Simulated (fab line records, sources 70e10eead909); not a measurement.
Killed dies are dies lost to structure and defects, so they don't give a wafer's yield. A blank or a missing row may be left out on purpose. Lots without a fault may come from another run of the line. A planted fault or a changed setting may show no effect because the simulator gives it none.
Which tool did it? | flow nand_harc | 7 lots, 21 wafers sampled, at 1 step of a route of 1302

WHAT THE GAUGES READ, wafer by wafer
NHARC_P_GATE_OVL_MEAS_27.
lot  | measured     | on         | overlay_x_nm (nm)
L593 | day 5 15:55  | overlay-02 | -1.6 -1.3 -1.1
L596 | day 6 09:07  | overlay-02 | 0.8 0.5 0.7
L598 | day 7 12:22  | overlay-01 | 1.9 2.6 1.5
L600 | day 8 15:55  | overlay-02 | -1.7 -1.5 -1.3
L602 | day 9 10:45  | overlay-01 | 1.0 0.6 0.4
L608 | day 11 16:56 | overlay-01 | -0.1 0.3 -0.3
L615 | day 14 16:51 | overlay-02 | 0.6 0.9 0.8

WHICH TOOL RAN EACH LOT (tool, then ch and the chambers of the sampled wafers, then the start)
The record holds no process step before these readings.

THE ANSWER, worked out from the rows above alone
Rule: what is usual is taken from the lots themselves. Put in order of their means at a reading, lots are off if they are a third of the lots or fewer, leave a main group of 4 or more, and stand apart from it by a gap of 3 or more times the standard deviation of the main group's means; of several such gaps the widest counts. A main group whose means are all the same, to the digits that the tables above print for the reading, isn't used. A lot without any number at a reading at which 4 lots or more have one is off too. The other lots that the step has rows for count as sound.
No lot is off at any reading shown: from this, nothing can be told.

WHAT THE SIMULATOR HAD PUT IN
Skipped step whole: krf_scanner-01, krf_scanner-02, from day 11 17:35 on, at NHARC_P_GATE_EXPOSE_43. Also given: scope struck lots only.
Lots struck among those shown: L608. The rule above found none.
